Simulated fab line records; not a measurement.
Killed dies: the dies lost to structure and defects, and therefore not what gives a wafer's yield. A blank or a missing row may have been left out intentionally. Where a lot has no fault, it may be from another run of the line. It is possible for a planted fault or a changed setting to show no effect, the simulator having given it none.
Which tool was responsible? + flow nand harc + 11 lots with 33 wafers sampled at 5 steps, on a route of 1302 steps

== WHAT EACH GAUGE READ, for each wafer ==
NHARC_END_SORT_01.
| lot  | measured     | on        | killed at array | killed at other | killed at periphery | killed dies | killed open | killed short |
|------|--------------|-----------|-----------------|-----------------|---------------------|-------------|-------------|--------------|
| L759 | day 30 11:25 | prober-01 | 47 60 63        | 1 1 0           | 2 3 3               | 50 64 66    | 1 3 7       | 1 2 4        |
| L766 | day 33 03:28 | prober-01 | 79 77 39        | 1 1 1           | 1 3 4               | 81 81 44    | 5 4 1       | 0 1 1        |

== TOOL THAT RAN EACH LOT (tool first, then ch and the chambers of the sampled wafers, then the start) ==
| lot  | NHARC_A_CHANNEL_HOLE_D2_ETCH_20  | NHARC_A_CHANNEL_HOLE_D2_ETCH_23  | NHARC_A_CHANNEL_HOLE_D2_ETCH_27  | NHARC_A_CHANNEL_FILL_D2_ALD_02   |
|------|----------------------------------|----------------------------------|----------------------------------|----------------------------------|
| L747 | har etch-02 ch 0,1, day 13 12:41 | har etch-02 ch 0,1, day 13 14:02 | har etch-02 ch 0,1, day 13 16:35 | ald hk-02 ch 2,3, day 13 20:05   |
| L748 | har etch-02 ch 0,1, day 14 03:27 | har etch-02 ch 0,1, day 14 04:50 | har etch-02 ch 0,1, day 14 07:18 | ald hk-04 ch 1,2,3, day 14 09:20 |
| L749 | har etch-02 ch 0,1, day 15 00:49 | har etch-02 ch 0,1, day 15 02:10 | har etch-02 ch 0,1, day 15 04:42 | ald hk-02 ch 1,2,3, day 15 06:38 |
| L755 | har etch-01 ch 0,1, day 17 12:14 | har etch-01 ch 0,1, day 17 13:34 | har etch-01 ch 0,1, day 17 16:05 | ald hk-02 ch 1,2,3, day 17 18:09 |
| L759 | har etch-01 ch 0,1, day 19 02:12 | har etch-01 ch 0,1, day 19 03:38 | har etch-01 ch 0,1, day 19 06:02 | ald hk-02 ch 2,3, day 19 07:53   |
| L762 | har etch-02 ch 0,1, day 19 22:41 | har etch-02 ch 0,1, day 19 23:59 | har etch-02 ch 0,1, day 20 02:32 | ald hk-04 ch 0,1,3, day 20 05:31 |
| L763 | har etch-01 ch 0,1, day 19 23:58 | har etch-01 ch 0,1, day 20 01:22 | har etch-01 ch 0,1, day 20 03:49 | ald hk-03 ch 0,1,3, day 20 07:01 |
| L766 | har etch-01 ch 0,1, day 21 18:46 | har etch-01 ch 0,1, day 21 20:13 | har etch-01 ch 0,1, day 21 22:35 | ald hk-04 ch 2,3, day 22 00:30   |
| L767 | har etch-02 ch 1, day 21 18:58   | har etch-02 ch 1, day 21 20:17   | har etch-02 ch 1, day 21 22:48   | ald hk-02 ch 1,2, day 22 01:08   |
| L768 | har etch-01 ch 0,1, day 22 05:43 | har etch-01 ch 0,1, day 22 07:10 | har etch-01 ch 0,1, day 22 09:32 | ald hk-04 ch 0,2, day 22 11:23   |
| L769 | har etch-02 ch 0,1, day 22 20:37 | har etch-02 ch 0,1, day 22 22:00 | har etch-02 ch 0,1, day 23 00:27 | ald hk-04 ch 1,2,3, day 23 02:59 |
- NHARC_A_CHANNEL_HOLE_D2_ETCH_20: etches the open film in C4F8/O2/Ar, time 361.9 s, target depth 1600 nm.
- NHARC_A_CHANNEL_HOLE_D2_ETCH_23: etches the open film in C4F8/O2/Ar, time 819 s, target depth 1600 nm.
- NHARC_A_CHANNEL_HOLE_D2_ETCH_27: etches the open film in C4F8/O2/Ar, time 90 s, target depth 400 nm.
- NHARC_A_CHANNEL_FILL_D2_ALD_02: deposits SiO2, target thk 6 nm, pulse time 10 s, ald cycles 60.

== AS READ BY THE TOOLS THEMSELVES (means over the sampled wafers that have a number; for cases with no such wafer, the mark the record gives instead) ==
NHARC_A_CHANNEL_HOLE_D2_ETCH_20.
| lot  | tool        | drypump motor current A (A) | showerhead plenum p Torr (Torr) | temp c (C) | throttle valve pct (%) |
|------|-------------|-----------------------------|---------------------------------|------------|------------------------|
| L747 | har etch-02 | 4.7                         | 3.68                            | -19.98     | 32.154                 |
| L748 | har etch-02 | 4.8                         | 3.62                            | -19.99     | 32.155                 |
| L749 | har etch-02 | 4.7                         | 3.67                            | -19.97     | 32.156                 |
| L755 | har etch-01 | 5.8                         | 3.61                            | -19.96     | 32.149                 |
| L759 | har etch-01 | 5.8                         | 3.61                            | -19.93     | 32.150                 |
| L762 | har etch-02 | 4.8                         | 3.83                            | -20.00     | 32.150                 |
| L763 | har etch-01 | 5.8                         | 3.59                            | -19.88     | 32.156                 |
| L766 | har etch-01 | 6.0                         | 3.54                            | -20.04     | 32.154                 |
| L767 | har etch-02 | 4.6                         | 3.67                            | -19.98     | 32.153                 |
| L768 | har etch-01 | 6.0                         | 3.53                            | -19.96     | 32.150                 |
| L769 | har etch-02 | 4.7                         | 3.74                            | -19.90     | 32.151                 |

NHARC_A_CHANNEL_HOLE_D2_ETCH_23.
| lot  | tool        | drypump motor current A (A) | showerhead plenum p Torr (Torr) | temp c (C) | throttle valve pct (%) |
|------|-------------|-----------------------------|---------------------------------|------------|------------------------|
| L747 | har etch-02 | 4.7                         | 3.68                            | -19.94     | 32.158                 |
| L748 | har etch-02 | 4.8                         | 3.62                            | -20.02     | 32.147                 |
| L749 | har etch-02 | 4.7                         | 3.67                            | -20.06     | 32.149                 |
| L755 | har etch-01 | 5.8                         | 3.61                            | -20.01     | 32.154                 |
| L759 | har etch-01 | 5.8                         | 3.60                            | -20.06     | 32.157                 |
| L762 | har etch-02 | 4.7                         | 3.83                            | -19.90     | 32.165                 |
| L763 | har etch-01 | 5.8                         | 3.59                            | -20.08     | 32.159                 |
| L766 | har etch-01 | 6.0                         | 3.54                            | -20.00     | 32.150                 |
| L767 | har etch-02 | 4.7                         | 3.67                            | -20.12     | 32.156                 |
| L768 | har etch-01 | 6.0                         | 3.53                            | -20.12     | 32.153                 |
| L769 | har etch-02 | 4.7                         | 3.74                            | -19.93     | 32.156                 |

NHARC_A_CHANNEL_HOLE_D2_ETCH_27.
| lot  | tool        | drypump motor current A (A) | showerhead plenum p Torr (Torr) | temp c (C) | throttle valve pct (%) |
|------|-------------|-----------------------------|---------------------------------|------------|------------------------|
| L747 | har etch-02 | 4.7                         | 3.71                            | -19.97     | 27.618                 |
| L748 | har etch-02 | 4.8                         | 3.66                            | -19.94     | 27.612                 |
| L749 | har etch-02 | 4.7                         | 3.70                            | -19.95     | 27.620                 |
| L755 | har etch-01 | 5.8                         | 3.65                            | -20.00     | 27.629                 |
| L759 | har etch-01 | 5.8                         | 3.64                            | -20.04     | 27.618                 |
| L762 | har etch-02 | 4.8                         | 3.88                            | -19.95     | 27.629                 |
| L763 | har etch-01 | 5.8                         | 3.63                            | -20.00     | 27.622                 |
| L766 | har etch-01 | 6.0                         | 3.57                            | -19.99     | 27.616                 |
| L767 | har etch-02 | 4.6                         | 3.71                            | -20.04     | 27.621                 |
| L768 | har etch-01 | 6.0                         | 3.57                            | -19.98     | 27.620                 |
| L769 | har etch-02 | 4.8                         | 3.78                            | -20.03     | 27.628                 |

NHARC_A_CHANNEL_FILL_D2_ALD_02.
| lot  | tool      | heater power outer w (W) | heater power w (W) | precursor pulse height rel | susceptor temp C (C) |
|------|-----------|--------------------------|--------------------|----------------------------|----------------------|
| L747 | ald hk-02 | 286                      | 519                | 0.987                      | 300.09               |
| L748 | ald hk-04 | 228                      | 418                | 0.984                      | 300.13               |
| L749 | ald hk-02 | 266                      | 481                | 0.995                      | 299.83               |
| L755 | ald hk-02 | 251                      | 457                | 0.986                      | 290.90               |
| L759 | ald hk-02 | 261                      | 496                | 1.010                      | 290.86               |
| L762 | ald hk-04 | 233                      | 424                | 1.000                      | 300.07               |
| L763 | ald hk-03 | 231                      | 390                | 1.005                      | 300.05               |
| L766 | ald hk-04 | 241                      | 439                | 0.995                      | 299.80               |
| L767 | ald hk-02 | 254                      | 458                | 1.007                      | 299.89               |
| L768 | ald hk-04 | 232                      | 440                | 0.999                      | 299.96               |
| L769 | ald hk-04 | 221                      | 414                | 0.992                      | 299.79               |

== THE ANSWER, worked out from the rows above alone ==
Rule: what is usual is taken from the lots themselves. The widest of any qualifying gaps counts: lots, ordered by their means at a reading, are off when they make up no more than a third of the lots, leave a main group of 4 or more, and stand apart from it by 3 or more times the standard deviation of that group's means. Not used: any main group whose means are identical at the precision the tables above print for the reading. Also off: a lot with no number at a reading for which 4 or more lots have one. All remaining lots with rows at the step are treated as sound. First the gauges in route order, then the tools' own readings, where a lot's mean is used as printed above. The first step at which some lot is off is used, and at that step the reading that is off furthest; a lot without a number counts as furthest.
Off at NHARC_A_CHANNEL_FILL_D2_ALD_02 (susceptor temp C): L755, L759. The main group has a mean of 299.96 C with a standard deviation of 0.13.
If a tool, at that step or one of the process steps before it, ran each lot that is off and ran no sound lot following the first of them, it fits. Not one of the candidates tried fits.

== WHAT THE SIMULATOR HAD PUT IN ==
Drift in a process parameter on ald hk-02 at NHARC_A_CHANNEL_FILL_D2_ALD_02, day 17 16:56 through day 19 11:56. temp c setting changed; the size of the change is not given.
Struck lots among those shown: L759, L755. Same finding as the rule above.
